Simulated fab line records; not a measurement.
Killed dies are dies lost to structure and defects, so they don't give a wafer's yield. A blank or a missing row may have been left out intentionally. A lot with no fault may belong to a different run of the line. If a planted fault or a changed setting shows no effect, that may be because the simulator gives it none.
Matching of chambers | flow n5Finfet | pecvd-01 running N5_FIN_SAQP_PECVD_06: 3 sister chambers
The step deposits a-Si from SiH4/He, target thk 60 nm, time 48.1 s. 3 wafers are shown with their chamber, then 9 later ones without.

## EACH WAFER AND ITS CHAMBER
wafer  | chamber | throttleValvePct (%)
L092.4 | 0       | 17.8
L092.5 | 1       | 19.0
L092.6 | 2       | 19.3

## WAFERS MISSING THEIR CHAMBER
wafer  | throttleValvePct (%)
L094.1 | 18.8
L094.4 | 18.7
L094.5 | 19.1
L096.1 | 19.1
L096.2 | 17.9
L096.3 | 19.0
L096.4 | 17.9
L096.5 | 19.0
L096.6 | 19.0

## THE CHAMBER EACH PASSED THROUGH
wafer  | from the rows above     | in truth
L094.1 | 1                       | 1
L094.4 | 1                       | 1
L094.5 | can't be placed: 1 or 2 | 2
L096.1 | can't be placed: 1 or 2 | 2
L096.2 | 0                       | 0
L096.3 | 1                       | 1
L096.4 | 0                       | 0
L096.5 | 1                       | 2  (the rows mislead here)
L096.6 | 1                       | 1
Correct placement for 6 of the 9. Unplaceable from these rows: 2, with the true chamber sitting among the candidates in 2. 1 placed wrongly.
How it was worked out, from the rows above alone: a wafer's distance from a chamber is the root of the sum, over the readings, of the square of ((its reading less the chamber's mean) divided by the reading's scatter). If the next closest chamber is less than 2 further off than the closest, the wafer can't be placed; otherwise it belongs to the closest. A chamber's mean is the mean of its shown wafers. The scatter: root of mean squared gap, hidden wafer to nearest shown wafer, with one shown wafer a chamber.
